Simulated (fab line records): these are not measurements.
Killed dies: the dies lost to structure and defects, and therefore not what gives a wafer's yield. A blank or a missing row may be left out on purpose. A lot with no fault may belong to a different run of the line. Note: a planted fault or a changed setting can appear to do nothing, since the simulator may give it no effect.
fab line records	flow n5-finfet
record: lots: 5	wafers: 15	last-day: 17
route steps=1938 shown PMOS_HMC_CHANNEL_EPI@68 BEOL_M4@1111 PASSIVATION@1936
lots with no fault: from the same line, run without faults
start-h: hours from the record's opening day to when the first of the lot's shown wafers began	wait-h: hours since the lot's step before	" identical to the entry in the row above	L1.1+2: a single row standing in for several wafers	- no value, or no start given	* or withheld: withheld	< > ~ a bound
route shown NAME@n: a module of which the file shows steps, and the number in the route of the first	usual: mean and standard deviation over wafers with no fault	same: alike in all rows	chamber/n: place in a boat	sites: the reading at each site	_std_site: how widely they spread, as a standard deviation	_edge_site: the outer-site mean with the inner-site mean subtracted	radius-mm: how far each site lies from the wafer's centre	mask NAME#n: copy n	behind: the most recent tool/chamber to have shaped the wafer	hold: why the lot went on hold/how many hours it stayed there/how the hold came to an end	device: transistor that didn't switch, given as n, p or np	end of line: the tests these same wafers got at the end of their route	step lacking rows: just its recipe	killed: dies that structure and defects cost at the first sort, which is not the same as the wafer's yield	map: shows each die of a wafer: x if killed, . if not, _ if none is there
set.NAME: the setting the step ran with; set.NAME@STEP: the setting that earlier step ran with	model.NAME: the simulator's own value behind a step, which no gauge read
lots seen at some steps along the route; tables by step, rows by wafer
== steps ==
step: N5_PMOS_HMC_CHANNEL_EPI_DESCUM_14
recipe: chemistry: O2	time-s: 7.9	source-power-w: 50	bias-power-w: 20	pressure-mtorr: 20	rf-frequency-hz: 2.712e+07	temp-c: 40	resist: CAR-ArF-block	o2-flow-sccm: 225
step: N5_PMOS_HMC_CHANNEL_EPI_ETCH_32
recipe: chemistry: N2/H2	target: BARC	stop-on: SiO2	target-depth-a: 858	over-etch-frac: 0.3	time-s: 50.3	ion-energy-ev: 200	mask-material: CAR-ArF-block	pressure-mtorr: 30	source-w: 840	bias-w: 150	n2-flow-sccm: 200	h2-flow-sccm: 200
step: N5_PMOS_HMC_CHANNEL_EPI_HM_OPEN_15
recipe: chemistry: CHF3/O2	target: SiO2	mask-material: CAR-ArF-block	target-depth-a: 406	CHF3_flow_sccm: 50	O2_flow_sccm: 5	Ar_flow_sccm: 200	time-s: 20.3	pressure-mtorr: 30	source-w: 650	bias-w: 170	ion-energy-ev: 200
step: N5_PMOS_HMC_CHANNEL_EPI_STRIP_33
recipe: chemistry: N2/H2	power-w: 500	temp-c: 40	pressure-mtorr: 50	rf-frequency-hz: 6e+07	overash-fraction: 0.3	bias-power-w: 8	h2-frac: 0.5	n2-flow-sccm: 300	h2-flow-sccm: 300
step: N5_PMOS_HMC_CHANNEL_EPI_STRIP_17
recipe: chemistry: SPM	time-s: 750	temp-c: 130	h2so4-h2o2-vol-ratio: 4	dry: ipa-marangoni
step: N5_PMOS_HMC_CHANNEL_EPI_ETCH_38
recipe: chemistry: CF4	target: SiO2	target-depth-a: 15	ion-energy-ev: 350	pressure-mtorr: 10	icp-w: 800	bias-w: 400	cf4-flow-sccm: 80
step: N5_PMOS_HMC_CHANNEL_EPI_FIN_RECESS_16
recipe: chemistry: HBr/Cl2	target: Si	mask-material: SiO2	target-depth-a: 540	time-s: 18	pressure-mtorr: 10	icp-w: 800	bias-w: 75	HBr_flow_sccm: 150	Cl2_flow_sccm: 80
step: N5_PMOS_HMC_CHANNEL_EPI_PRECLEAN_36
recipe: chemistry: O3/DIW	time-s: 45	temp-c: 22	o3-ppm: 10
step: N5_PMOS_HMC_CHANNEL_EPI_PRECLEAN_18
recipe: chemistry: DHF	time-s: 30	temp-c: 25	dilution: withheld
step: N5_PMOS_HMC_CHANNEL_EPI_SRD_19
recipe: dry: ipa-marangoni	do-ppb: 5	time-s: 30	temp-c: 23	rinse-liquid: diw
step: N5_PMOS_HMC_CHANNEL_EPI_EPI_20
recipe: material: SiGe30	mask-material: SiO2	pressure-torr: 20	target-thk-a: 590	temp-c: 600
usual: chamber-pressure-Torr: 20.01/0.042	lamp-inner-pct: 13.1/0.47
lot.wafer	tool	chamber	start-h	wait-h	chamber-pressure-Torr	lamp-inner-pct
L435.1	epi-rpcvd-04	-	48.61	0.0	-	-
L435.2	"	-	"	"	-	-
L435.3	"	-	"	"	-	-
L436.1	epi-rpcvd-04	-	55.24	0.0	-	-
L436.4	"	-	"	"	-	-
L436.5	"	-	"	"	-	-
L437.1	epi-rpcvd-01	-	62.54	0.0	-	-
L437.4	"	-	"	"	-	-
L437.6	"	-	"	"	-	-
L447.2	epi-rpcvd-04	0	120.17	0.2	19.96	13.7
L447.4	"	0	"	"	19.95	13.7
L447.6	"	0	"	"	19.92	13.6
L452.1	epi-rpcvd-01	0	150.23	0.0	20.03	12.9
L452.4	"	0	151.30	1.1	19.97	12.8
L452.6	"	0	"	"	19.99	12.7
step: N5_PMOS_HMC_CHANNEL_EPI_HM_STRIP_35
recipe: chemistry: dHF	temp-c: 25	material: SiO2	target: SiO2	target-depth-a: 396	time-s: 216
step: N5_PMOS_HMC_CHANNEL_EPI_SRD_39
recipe: dry: ipa-marangoni	time-s: 30	temp-c: 23	rinse-liquid: diw
step: N5_PMOS_HMC_CHANNEL_EPI_CMP_21
recipe: material: SiGe30	post-cmp-clean: alkaline-brush	target-thk-nm: 54
step: N5_PMOS_HMC_CHANNEL_EPI_PRECLEAN_40
recipe: chemistry: DHF	time-s: 30	temp-c: 25	dilution: withheld
step: N5_BEOL_M4_RC_MEAS_101
usual: DIBL_N: 36.2/2.2	DIBL_P: 36.1/2.8	IOFF_N: 0.16/0.041	IOFF_P: 0.21/0.047	ION_N: 676/16	ION_P: 463/11	SS_N: 71.6/0.78	SS_P: 73.3/0.86	VT_N: 249/3.8	VT_P: -251/3.9
lot.wafer	tool	chamber	start-h	wait-h	DIBL_N[mV/V]	DIBL_P[mV/V]	IOFF_N[nA/um]	IOFF_P[nA/um]	ION_N[uA/um]	ION_P[uA/um]	SS_N[mV/dec]	SS_P[mV/dec]	VT_N[mV]	VT_P[mV]
L447.2	prober-02	0	282.95	0.2	33.0	31.5	0.10	0.16	639	450	71.2	72.4	255	-253
L447.4	"	0	"	"	39.2	40.8	0.20	0.30	691	479	71.9	75.1	249	-246
L447.6	"	0	"	"	35.5	35.9	0.13	0.20	660	461	70.9	73.8	254	-250
L452.1	prober-02	0	316.31	0.0	38.7	38.0	0.18	0.22	680	455	71.5	73.2	248	-252
L452.4	"	0	"	"	39.2	38.6	0.19	0.23	674	455	72.0	73.8	247	-251
L452.6	"	0	"	"	38.2	37.7	0.19	0.21	699	463	71.2	73.4	244	-252
step: N5_PASSIVATION_PROBE_49
usual: defect-limited-yield: 91.4/1.4	killed_at_M0_to_M3: 33/10	killed_at_M4_up: 14/6.1	killed-at-contacts: 14/6.1	killed-at-front-end: 38/9.7	killed-at-other: 3.1/2.9	killed-dies: 102/17	killed-on-rim: 14/4.1	killed-open: 67/13	killed-short: 32/8	sort_bin_5_function: 5.1/0.94	sort_bin_6_memory: 3.2/0.68	sort_bin_8_speed: 0.02/0.17	sort-n-pass: 1078/17	sort-yield-pct: 91.3/1.5
same: gross-dies: 1180	killed-at-back-side: 0	sort_bin_4_leakage[%]: 0
lot.wafer	tool	chamber	start-h	wait-h	defect-limited-yield[%]	killed_at_M0_to_M3	killed_at_M4_up	killed-at-contacts	killed-at-front-end	killed-at-other	killed-dies	killed-on-rim	killed-open	killed-short	sort_bin_5_function[%]	sort_bin_6_memory[%]	sort_bin_8_speed[%]	sort-n-pass	sort-yield-pct[%]
L435.1	prober-01	-	310.29	0.0	0	2	5	2	1171	0	1180	152	13	7	73.8	2.7	0	0	0
L435.2	prober-01	-	310.34	0.1	0	8	7	5	1159	1	1180	152	20	10	73.5	3.1	0	0	0
L435.3	prober-01	-	310.39	0.1	0	4	1	4	1171	0	1180	152	15	3	71.7	3.2	0	0	0
L436.1	prober-02	-	313.42	0.0	0	6	0	2	1172	0	1180	152	14	2	71.9	3.4	0	0	0
L436.4	prober-02	-	313.57	0.2	0	14	4	1	1161	0	1180	152	17	13	75.4	2.9	0	0	0
L436.5	prober-02	-	313.62	0.2	0	4	1	4	1170	1	1180	152	8	7	71.9	3.0	0	0	0
L437.1	prober-01	-	322.83	0.0	0	6	6	3	1165	0	1180	152	15	7	74.8	2.3	0	0	0
L437.4	prober-01	-	322.98	0.2	0	5	1	2	1172	0	1180	152	8	7	74.4	2.0	0	0	0
L437.6	prober-01	-	323.08	0.3	0	9	5	2	1164	0	1180	152	14	8	76.3	3.1	0	0	0
L447.2	prober-02	-	405.53	0.1	90.2	40	4	17	54	1	116	12	80	36	5.9	3.5	0	1064	90.2
L447.4	prober-02	-	405.63	0.2	87.4	40	22	14	72	1	149	17	100	43	8.1	3.6	0	1031	87.4
L447.6	prober-02	-	405.73	0.3	91.2	26	7	20	48	3	104	16	75	28	5.3	3.2	0	1076	91.2
L452.1	prober-01	-	419.01	0.0	92.2	21	15	13	43	0	92	13	64	28	5.0	2.4	0	1088	92.2
L452.4	prober-01	-	419.16	0.2	91.2	41	11	9	40	3	104	20	65	36	4.6	3.5	0	1076	91.2
L452.6	prober-01	-	419.26	0.3	91.9	29	19	8	37	3	96	8	52	39	4.2	2.9	0.08	1084	91.9
killed by level:class
L435.1 FIN_SAQP:lost-pattern=1154 PMOS_HMC_CHANNEL_EPI:area-epi=6 FIN_SAQP:geometric-particle:short=2 FIN_SAQP:geometric-particle:open=2 MOL_CONTACT_COAG:geometric-particle:open=2 BEOL_M4:geometric-particle:open=2 FIN_CUT:geometric-particle:open=1 STI_FIN_REVEAL:geometric-particle:short=1
L435.2 FIN_SAQP:lost-pattern=1144 PMOS_HMC_CHANNEL_EPI:area-epi=6 BEOL_M4:geometric-particle:open=4 MOL_CONTACT_COAG:geometric-particle:open=3 BEOL_M1:geometric-particle:open=3 FIN_SAQP:geometric-particle:open=2 MOL_CONTACT_COAG:geometric-particle:short=2 STARTING-WAFER:geometric-particle:open=2
L435.3 FIN_SAQP:lost-pattern=1160 STI_FIN_REVEAL:geometric-particle:open=4 MOL_CONTACT_COAG:geometric-particle:open=3 FIN_SAQP:geometric-particle:open=2 BEOL_M1:geometric-particle:open=2 GATE_CUT:geometric-particle:short=1 BEOL_M5:geometric-particle:short=1 GATE_CUT:geometric-particle:open=1
L436.1 FIN_SAQP:lost-pattern=1158 PMOS_HMC_CHANNEL_EPI:area-epi=6 FIN_SAQP:geometric-particle:open=2 FIN_SAQP:geometric-particle:short=2 ILD0:geometric-particle:open=2 MOL_CONTACT_COAG:geometric-particle:open=2 BEOL_M0:geometric-particle:open=2 BEOL_M3:geometric-particle:open=2
L436.4 FIN_SAQP:lost-pattern=1148 FIN_SAQP:geometric-particle:short=8 BEOL_M0_SAQP:geometric-particle:open=3 BEOL_M1:geometric-particle:open=3 BEOL_M2:geometric-particle:open=3 STI_FIN_REVEAL:geometric-particle:open=2 BEOL_M2:geometric-particle:short=2 PMOS_HMC_CHANNEL_EPI:area-epi=2
L436.5 FIN_SAQP:lost-pattern=1163 FIN_SAQP:geometric-particle:short=2 MOL_CONTACT_COAG:geometric-particle:short=2 MOL_CONTACT_COAG:geometric-particle:open=2 BEOL_M0_SAQP:geometric-particle:open=2 PMOS_HMC_CHANNEL_EPI:area-epi=2 FIN_SAQP:geometric-particle:open=1 BEOL_M0_SAQP:geometric-particle:short=1
L437.1 FIN_SAQP:lost-pattern=1149 PMOS_HMC_CHANNEL_EPI:area-epi=9 FIN_SAQP:geometric-particle:short=3 MOL_CONTACT_COAG:geometric-particle:open=3 SDB:geometric-particle:open=2 BEOL_M0:geometric-particle:open=2 BEOL_M7:geometric-particle:open=2 STARTING-WAFER:geometric-particle:open=1
L437.4 FIN_SAQP:lost-pattern=1160 PMOS_HMC_CHANNEL_EPI:area-epi=5 FIN_SAQP:geometric-particle:short=2 FIN_SAQP:geometric-particle:open=2 STI_FIN_REVEAL:geometric-particle:open=1 SDB:geometric-particle:short=1 MOL_CONTACT_COAG:geometric-particle:open=1 MOL_CONTACT_COAG:geometric-particle:short=1
L437.6 FIN_SAQP:lost-pattern=1154 BEOL_M0_SAQP:geometric-particle:short=4 PMOS_HMC_CHANNEL_EPI:area-epi=4 BEOL_M0_SAQP:geometric-particle:open=3 FIN_SAQP:geometric-particle:open=2 FIN_SAQP:geometric-particle:short=2 BEOL_M5:geometric-particle:open=2 STI_FIN_REVEAL:geometric-particle:open=1
L447.2 FIN_SAQP:geometric-particle:open=19 FIN_SAQP:geometric-particle:short=15 MOL_CONTACT_COAG:geometric-particle:open=15 BEOL_M0_SAQP:geometric-particle:open=13 BEOL_M0_SAQP:geometric-particle:short=11 BEOL_M2:geometric-particle:open=10 DUMMY_GATE:geometric-particle:open=6 GATE_CUT:geometric-particle:short=4
L447.4 FIN_SAQP:geometric-particle:open=19 FIN_SAQP:geometric-particle:short=14 BEOL_M4:geometric-particle:open=14 MOL_CONTACT_COAG:geometric-particle:open=12 BEOL_M0_SAQP:geometric-particle:open=12 BEOL_M0_SAQP:geometric-particle:short=11 DUMMY_GATE:geometric-particle:open=8 BEOL_M1:geometric-particle:open=7
L447.6 MOL_CONTACT_COAG:geometric-particle:open=18 FIN_SAQP:geometric-particle:open=14 STI_FIN_REVEAL:geometric-particle:open=8 FIN_SAQP:geometric-particle:short=7 BEOL_M0_SAQP:geometric-particle:open=7 DUMMY_GATE:geometric-particle:short=5 BEOL_M1:geometric-particle:open=5 DUMMY_GATE:geometric-particle:open=4
L452.1 FIN_SAQP:geometric-particle:open=12 BEOL_M4:geometric-particle:open=12 MOL_CONTACT_COAG:geometric-particle:open=9 FIN_SAQP:geometric-particle:short=7 BEOL_M1:geometric-particle:open=6 DUMMY_GATE:geometric-particle:open=5 ILD0:geometric-particle:open=5 BEOL_M0_SAQP:geometric-particle:open=5
L452.4 BEOL_M3:geometric-particle:open=15 FIN_SAQP:geometric-particle:open=8 STI_FIN_REVEAL:geometric-particle:open=7 BEOL_M1:geometric-particle:open=7 BEOL_M0_SAQP:geometric-particle:short=6 BEOL_M4:geometric-particle:open=6 FIN_SAQP:geometric-particle:short=5 MOL_CONTACT_COAG:geometric-particle:open=5
L452.6 FIN_SAQP:geometric-particle:short=13 BEOL_M1:geometric-particle:open=8 MOL_CONTACT_COAG:geometric-particle:open=6 BEOL_M1:geometric-particle:short=5 BEOL_M5:geometric-particle:open=5 STI_FIN_REVEAL:geometric-particle:open=4 DUMMY_GATE:geometric-particle:open=4 GATE_CUT:geometric-particle:short=4
map L435.1 (x killed, . not)
_________________xxxxxxxxxxxx________________
______________xxxxxxxxxxxxxxxxxx_____________
___________xxxxxxxxxxxxxxxxxxxxxxxx__________
__________xxxxxxxxxxxxxxxxxxxxxxxxxx_________
________xxxxxxxxxxxxxxxxxxxxxxxxxxxxxx_______
_______xxxxxxxxxxxxxxxxxxxxxxxxxxxxxxxx______
______xxxxxxxxxxxxxxxxxxxxxxxxxxxxxxxxxx_____
_____xxxxxxxxxxxxxxxxxxxxxxxxxxxxxxxxxxxx____
____xxxxxxxxxxxxxxxxxxxxxxxxxxxxxxxxxxxxxx___
___xxxxxxxxxxxxxxxxxxxxxxxxxxxxxxxxxxxxxxxx__
___xxxxxxxxxxxxxxxxxxxxxxxxxxxxxxxxxxxxxxxx__
__xxxxxxxxxxxxxxxxxxxxxxxxxxxxxxxxxxxxxxxxxx_
__xxxxxxxxxxxxxxxxxxxxxxxxxxxxxxxxxxxxxxxxxx_
_xxxxxxxxxxxxxxxxxxxxxxxxxxxxxxxxxxxxxxxxxxxx
_xxxxxxxxxxxxxxxxxxxxxxxxxxxxxxxxxxxxxxxxxxxx
_xxxxxxxxxxxxxxxxxxxxxxxxxxxxxxxxxxxxxxxxxxxx
_xxxxxxxxxxxxxxxxxxxxxxxxxxxxxxxxxxxxxxxxxxxx
_xxxxxxxxxxxxxxxxxxxxxxxxxxxxxxxxxxxxxxxxxxxx
_xxxxxxxxxxxxxxxxxxxxxxxxxxxxxxxxxxxxxxxxxxxx
_xxxxxxxxxxxxxxxxxxxxxxxxxxxxxxxxxxxxxxxxxxxx
_xxxxxxxxxxxxxxxxxxxxxxxxxxxxxxxxxxxxxxxxxxxx
__xxxxxxxxxxxxxxxxxxxxxxxxxxxxxxxxxxxxxxxxxx_
__xxxxxxxxxxxxxxxxxxxxxxxxxxxxxxxxxxxxxxxxxx_
___xxxxxxxxxxxxxxxxxxxxxxxxxxxxxxxxxxxxxxxx__
___xxxxxxxxxxxxxxxxxxxxxxxxxxxxxxxxxxxxxxxx__
____xxxxxxxxxxxxxxxxxxxxxxxxxxxxxxxxxxxxxx___
_____xxxxxxxxxxxxxxxxxxxxxxxxxxxxxxxxxxxx____
______xxxxxxxxxxxxxxxxxxxxxxxxxxxxxxxxxx_____
_______xxxxxxxxxxxxxxxxxxxxxxxxxxxxxxxx______
________xxxxxxxxxxxxxxxxxxxxxxxxxxxxxx_______
__________xxxxxxxxxxxxxxxxxxxxxxxxxx_________
___________xxxxxxxxxxxxxxxxxxxxxxxx__________
______________xxxxxxxxxxxxxxxxxx_____________
_________________xxxxxxxxxxxx________________
map L436.1 (x killed, . not)
_________________xxxxxxxxxxxx________________
______________xxxxxxxxxxxxxxxxxx_____________
___________xxxxxxxxxxxxxxxxxxxxxxxx__________
__________xxxxxxxxxxxxxxxxxxxxxxxxxx_________
________xxxxxxxxxxxxxxxxxxxxxxxxxxxxxx_______
_______xxxxxxxxxxxxxxxxxxxxxxxxxxxxxxxx______
______xxxxxxxxxxxxxxxxxxxxxxxxxxxxxxxxxx_____
_____xxxxxxxxxxxxxxxxxxxxxxxxxxxxxxxxxxxx____
____xxxxxxxxxxxxxxxxxxxxxxxxxxxxxxxxxxxxxx___
___xxxxxxxxxxxxxxxxxxxxxxxxxxxxxxxxxxxxxxxx__
___xxxxxxxxxxxxxxxxxxxxxxxxxxxxxxxxxxxxxxxx__
__xxxxxxxxxxxxxxxxxxxxxxxxxxxxxxxxxxxxxxxxxx_
__xxxxxxxxxxxxxxxxxxxxxxxxxxxxxxxxxxxxxxxxxx_
_xxxxxxxxxxxxxxxxxxxxxxxxxxxxxxxxxxxxxxxxxxxx
_xxxxxxxxxxxxxxxxxxxxxxxxxxxxxxxxxxxxxxxxxxxx
_xxxxxxxxxxxxxxxxxxxxxxxxxxxxxxxxxxxxxxxxxxxx
_xxxxxxxxxxxxxxxxxxxxxxxxxxxxxxxxxxxxxxxxxxxx
_xxxxxxxxxxxxxxxxxxxxxxxxxxxxxxxxxxxxxxxxxxxx
_xxxxxxxxxxxxxxxxxxxxxxxxxxxxxxxxxxxxxxxxxxxx
_xxxxxxxxxxxxxxxxxxxxxxxxxxxxxxxxxxxxxxxxxxxx
_xxxxxxxxxxxxxxxxxxxxxxxxxxxxxxxxxxxxxxxxxxxx
__xxxxxxxxxxxxxxxxxxxxxxxxxxxxxxxxxxxxxxxxxx_
__xxxxxxxxxxxxxxxxxxxxxxxxxxxxxxxxxxxxxxxxxx_
___xxxxxxxxxxxxxxxxxxxxxxxxxxxxxxxxxxxxxxxx__
___xxxxxxxxxxxxxxxxxxxxxxxxxxxxxxxxxxxxxxxx__
____xxxxxxxxxxxxxxxxxxxxxxxxxxxxxxxxxxxxxx___
_____xxxxxxxxxxxxxxxxxxxxxxxxxxxxxxxxxxxx____
______xxxxxxxxxxxxxxxxxxxxxxxxxxxxxxxxxx_____
_______xxxxxxxxxxxxxxxxxxxxxxxxxxxxxxxx______
________xxxxxxxxxxxxxxxxxxxxxxxxxxxxxx_______
__________xxxxxxxxxxxxxxxxxxxxxxxxxx_________
___________xxxxxxxxxxxxxxxxxxxxxxxx__________
______________xxxxxxxxxxxxxxxxxx_____________
_________________xxxxxxxxxxxx________________
== key ==
first-sign: step: N5_PMOS_HMC_CHANNEL_EPI_EPI_20	reading: tool-record	direction: missing
effect: step: N5_PASSIVATION_PROBE_49	reading: killed-at-front-end	direction: up	sigmas: 99+	usual: 38	struck: 1167
met-at N5_PMOS_HMC_CHANNEL_EPI_EPI_20
struck-wafers L435.1,L435.2,L435.3,L436.1,L436.4,L436.5,L437.1,L437.4,L437.6
later-rows-left-out L435.1,L435.2,L435.3,L436.1,L436.4,L436.5,L437.1,L437.4,L437.6
fault: kind: skipped-step-whole	tool: epi-rpcvd-01,epi-rpcvd-04	chamber: -	onset-h: 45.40	steps: N5_PMOS_HMC_CHANNEL_EPI_EPI_20	scope: struck-lots-only
later-rows-left-out: the simulator's readings of these wafers behind a module that went badly wrong aren't trusted and aren't shown, but for the sort
